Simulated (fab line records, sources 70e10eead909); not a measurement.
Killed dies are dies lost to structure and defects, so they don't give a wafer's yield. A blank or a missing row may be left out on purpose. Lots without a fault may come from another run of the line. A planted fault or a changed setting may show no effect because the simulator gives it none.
Which tool did it? | flow nand_harc | 12 lots, 36 wafers sampled, at 5 steps of a route of 1159

WHAT THE GAUGES READ, wafer by wafer
NHARC_END_SORT_01. Usual: killed_at_array 26, standard deviation 11; killed_at_other 0.4, standard deviation 0.78; killed_at_periphery 3.4, standard deviation 2.4; killed_dies 29, standard deviation 11; killed_open 3.1, standard deviation 1.9; killed_short 1.9, standard deviation 1.4.
lot  | measured     | on        | killed_at_array | killed_at_other | killed_at_periphery | killed_dies | killed_open | killed_short | flag
L385 | day 23 00:50 | prober-02 | 22 10 12        | 0 0 1           | 4 4 6               | 26 14 19    | 3 1 1       | 0 1 0        |
L391 | day 23 10:12 | prober-01 | 37 16 31        | 0 1 0           | 0 7 1               | 37 24 32    | 4 3 3       | 2 1 3        |
L390 | day 24 01:52 | prober-01 | 32 26 22        | 0 0 0           | 4 2 6               | 36 28 28    | 8 3 7       | 2 1 2        |
L394 | day 24 23:32 | prober-01 | 673 675 674     | 1 0 1           | 3 2 2               | 677 677 677 | 5 2 2       | 1 2 3        | OFF
L395 | day 24 15:47 | prober-01 | 674 675 673     | 0 0 0           | 3 2 4               | 677 677 677 | 1 3 2       | 3 1 5        | OFF

WHICH TOOL RAN EACH LOT (tool, then ch and the chambers of the sampled wafers, then the start)
lot  | NHARC_A_STAIRCASE_DEP_259       | NHARC_A_STAIRCASE_DESCUM_291       | NHARC_A_STAIRCASE_ETCH_313         | NHARC_A_STAIRCASE_ALD_420
L381 | pecvd-01 ch 1,2, day 11 11:23   | rie_diel-01 ch 1,3, day 11 12:28   | rie_diel-06 ch 0,2, day 11 19:10   | ald_hk-02 ch 0,1,3, day 12 02:52
L383 | pecvd-02 ch 0,1, day 11 22:49   | rie_diel-06 ch 0,1, day 11 23:47   | rie_diel-13 ch 0,1,3, day 12 05:25 | ald_hk-01 ch 0,2,3, day 12 15:35
L384 | pecvd-04 ch 0,1,2, day 12 12:26 | rie_diel-06 ch 0,3, day 12 13:54   | rie_diel-01 ch 2,3, day 12 21:17   | ald_hk-04 ch 0,1,3, day 13 06:45
L385 | pecvd-02 ch 0,2, day 12 12:55   | rie_diel-01 ch 1,2,3, day 12 13:59 | rie_diel-01 ch 0,3, day 12 19:07   | ald_hk-04 ch 0,1, day 13 03:40
L388 | pecvd-02 ch 1,2, day 13 22:43   | rie_diel-06 ch 0,1,3, day 13 23:46 | rie_diel-13 ch 1,2,3, day 14 08:09 | ald_hk-01 ch 0,1,3, day 14 17:57
L391 | pecvd-04 ch 0,2, day 14 08:07   | rie_diel-06 ch 1,2,3, day 14 09:05 | rie_diel-13 ch 0,2,3, day 14 15:09 | ald_hk-04 ch 2,3, day 15 00:29
L390 | pecvd-02 ch 0,1, day 14 09:49   | rie_diel-06 ch 0,1,3, day 14 10:38 | rie_diel-01 ch 0,2,3, day 14 17:50 | ald_hk-02 ch 2,3, day 15 00:02
L393 | pecvd-01 ch 1,2, day 14 15:57   | rie_diel-13 ch 0,1, day 14 16:54   | rie_diel-01 ch 0,3, day 14 22:08   | ald_hk-04 ch 2,3, day 15 09:17
L394 | pecvd-01 ch 1,2, day 15 01:26   | rie_diel-01 ch 0,2,3, day 15 02:25 | rie_diel-06 ch 0,1, day 15 07:54   | ald_hk-01 ch 0,1,3, day 15 14:11
L395 | pecvd-04 ch 1,2, day 15 01:51   | rie_diel-13 ch 0,3, day 15 02:49   | rie_diel-06 ch 1,2,3, day 15 09:20 | ald_hk-01 ch 0,2,3, day 15 17:37
L400 | pecvd-04 ch 0,1, day 16 09:31   | rie_diel-13 ch 0,1, day 16 10:22   | rie_diel-06 ch 0,1, day 16 16:49   | ald_hk-04 ch 0,2, day 17 01:37
L403 | pecvd-04 ch 1,2, day 17 13:05   | rie_diel-06 ch 0,2,3, day 17 14:03 | rie_diel-06 ch 0,1,3, day 17 19:22 | ald_hk-02 ch 0,2, day 18 03:22
- NHARC_A_STAIRCASE_DEP_259: deposits SiON, target thk 30 nm.
- NHARC_A_STAIRCASE_DESCUM_291: chemistry O2, time 3 s.
- NHARC_A_STAIRCASE_ETCH_313: etches the open film in CF4/CHF3.
- NHARC_A_STAIRCASE_ALD_420: deposits SiO2, target thk 20 nm, pulse time 6 s, ald cycles 200.

WHAT THE TOOLS THEMSELVES READ (means of the sampled wafers that have a number; where no wafer has one, the mark that the record gives instead)
NHARC_A_STAIRCASE_DEP_259. Usual: heater_power_outer_w 428 W, standard deviation 100; heater_power_w 722 W, standard deviation 130.
lot  | tool     | heater_power_outer_w (W) | heater_power_w (W) | flag
L381 | pecvd-01 | 406                      | 699                |
L383 | pecvd-02 | 468                      | 810                |
L384 | pecvd-04 | 410                      | 643                |
L385 | pecvd-02 | 346                      | 654                |
L388 | pecvd-02 | 414                      | 753                |
L391 | pecvd-04 | 361                      | 584                |
L390 | pecvd-02 | 471                      | 811                |
L393 | pecvd-01 | 452                      | 762                |
L394 | pecvd-01 | 380                      | 672                |
L395 | pecvd-04 | 541                      | 827                |
L400 | pecvd-04 | 553                      | 869                |
L403 | pecvd-04 | 567                      | 854                |

NHARC_A_STAIRCASE_DESCUM_291. Usual: chamber_pressure_mTorr 60.00 mTorr, standard deviation 0.056; drypump_motor_current_A 6.0 A, standard deviation 0.38; oes_product_au 0.997 a.u., standard deviation 0.0082; rf_vpp_V 57.5 V, standard deviation 0.75; showerhead_plenum_p_Torr 1.89 Torr, standard deviation 0.087; throttle_valve_pct 11.311 %, standard deviation 0.0093.
lot  | tool        | chamber_pressure_mTorr (mTorr) | drypump_motor_current_A (A) | oes_product_au (a.u.) | rf_vpp_V (V) | showerhead_plenum_p_Torr (Torr) | throttle_valve_pct (%) | flag
L381 | rie_diel-01 | 59.96                          | 5.9                         | 0.999                 | 57.3         | 1.89                            | 11.313                 |
L383 | rie_diel-06 | 59.98                          | 6.1                         | 0.993                 | 57.1         | 1.98                            | 11.309                 |
L384 | rie_diel-06 | 59.99                          | 6.2                         | 1.002                 | 56.8         | 1.83                            | 11.309                 |
L385 | rie_diel-01 | 60.00                          | 5.8                         | 0.990                 | 57.1         | 1.84                            | 11.313                 |
L388 | rie_diel-06 | 60.03                          | 6.3                         | 0.998                 | 57.8         | 1.91                            | 11.314                 |
L391 | rie_diel-06 | 60.02                          | 6.4                         | 0.995                 | 56.9         | 1.91                            | 11.312                 |
L390 | rie_diel-06 | 59.99                          | 6.2                         | 0.999                 | 57.6         | 1.91                            | 11.307                 |
L393 | rie_diel-13 | 60.01                          | 5.4                         | 0.997                 | 57.4         | 1.85                            | 11.301                 |
L394 | rie_diel-01 | 59.99                          | 5.8                         | 1.004                 | 57.1         | 1.87                            | 11.312                 |
L395 | rie_diel-13 | 59.98                          | 5.5                         | 1.001                 | 57.0         | 1.83                            | 11.304                 |
L400 | rie_diel-13 | 60.00                          | 5.4                         | 1.011                 | 57.9         | 1.84                            | 11.311                 |
L403 | rie_diel-06 | 59.96                          | 6.2                         | 0.993                 | 56.9         | 1.88                            | 11.305                 |

NHARC_A_STAIRCASE_ETCH_313. Usual: chamber_pressure_mTorr 24.999 mTorr, standard deviation 0.026; drypump_motor_current_A 5.9 A, standard deviation 0.39; oes_product_au 0.933 a.u., standard deviation 0.019; rf_vpp_V 369.9 V, standard deviation 2.3; showerhead_plenum_p_Torr 1.55 Torr, standard deviation 0.068; throttle_valve_pct 16.803 %, standard deviation 0.01.
lot  | tool        | chamber_pressure_mTorr (mTorr) | drypump_motor_current_A (A) | oes_product_au (a.u.) | rf_vpp_V (V) | showerhead_plenum_p_Torr (Torr) | throttle_valve_pct (%) | flag
L381 | rie_diel-06 | 25.005                         | 6.1                         | 0.958                 | 372.2        | 1.61                            | 16.813                 |
L383 | rie_diel-13 | 24.994                         | 5.5                         | 0.914                 | 369.2        | 1.52                            | 16.812                 |
L384 | rie_diel-01 | 24.991                         | 5.9                         | 0.942                 | 368.0        | 1.52                            | 16.804                 |
L385 | rie_diel-01 | 24.985                         | 5.9                         | 0.915                 | 370.6        | 1.57                            | 16.803                 |
L388 | rie_diel-13 | 24.994                         | 5.8                         | 0.920                 | 369.4        | 1.55                            | 16.801                 |
L391 | rie_diel-13 | 25.009                         | 5.8                         | 0.949                 | 370.8        | 1.58                            | 16.798                 |
L390 | rie_diel-01 | 24.984                         | 5.8                         | 0.958                 | 369.0        | 1.54                            | 16.806                 |
L393 | rie_diel-01 | 25.027                         | 5.9                         | 0.973                 | 371.1        | 1.57                            | 16.801                 |
L394 | rie_diel-06 | 25.018                         | 6.3                         | 0.970                 | 372.6        | 1.63                            | 16.805                 |
L395 | rie_diel-06 | 25.033                         | 6.4                         | 0.924                 | 370.1        | 1.57                            | 16.804                 |
L400 | rie_diel-06 | 25.004                         | 6.3                         | 0.926                 | 372.3        | 1.63                            | 16.813                 |
L403 | rie_diel-06 | 25.003                         | 6.3                         | 0.933                 | 370.0        | 1.56                            | 16.804                 |

NHARC_A_STAIRCASE_ALD_420. Usual: heater_power_outer_w 264 W, standard deviation 23; heater_power_w 462 W, standard deviation 32; precursor_pulse_height_rel 1.001, standard deviation 0.019.
lot  | tool      | heater_power_outer_w (W) | heater_power_w (W) | precursor_pulse_height_rel | flag
L381 | ald_hk-02 | 268                      | 464                | 1.001                      |
L383 | ald_hk-01 | 281                      | 457                | 1.006                      |
L384 | ald_hk-04 | 260                      | 462                | 1.010                      |
L385 | ald_hk-04 | 258                      | 466                | 0.969                      |
L388 | ald_hk-01 | 279                      | 467                | 0.994                      |
L391 | ald_hk-04 | 255                      | 448                | 0.997                      |
L390 | ald_hk-02 | 271                      | 486                | 1.019                      |
L393 | ald_hk-04 | 240                      | 426                | 1.001                      |
L394 | ald_hk-01 | -                        | -                  | -                          | OFF
L395 | ald_hk-01 | -                        | -                  | -                          | OFF
L400 | ald_hk-04 | 249                      | 463                | 1.004                      |
L403 | ald_hk-02 | 290                      | 490                | 0.990                      |

THE ANSWER, worked out from the rows above alone
Rule: a lot is off if the mean of its wafers that have a number lies more than 3 standard deviations from the usual mean. A lot without any number at a reading at which 4 lots or more have one is off too. The other lots that the step has rows for count as sound. The gauges are gone through in route order, then the tools' own readings, and for those a lot's mean is taken as printed above. The first step at which some lot is off is used, and at that step the reading that is off furthest; a lot without a number counts as furthest.
Off: L394, L395, at NHARC_END_SORT_01 (killed_at_array). Neither off nor sound, because the step has no rows for them: L381, L383, L384, L388, L393, L400, L403.
A tool fits if, at a process step before that reading, it ran every lot that is off, and no sound lot after the first of them. The gauges at NHARC_END_SORT_01 aren't tried: what is off there is off at NHARC_A_STAIRCASE_ALD_420 too, on other tools, and a gauge's error can't cause that. Can't be told from this: 2 tools fit, rie_diel-06 at NHARC_A_STAIRCASE_ETCH_313, ald_hk-01 at NHARC_A_STAIRCASE_ALD_420.

WHAT THE SIMULATOR HAD PUT IN
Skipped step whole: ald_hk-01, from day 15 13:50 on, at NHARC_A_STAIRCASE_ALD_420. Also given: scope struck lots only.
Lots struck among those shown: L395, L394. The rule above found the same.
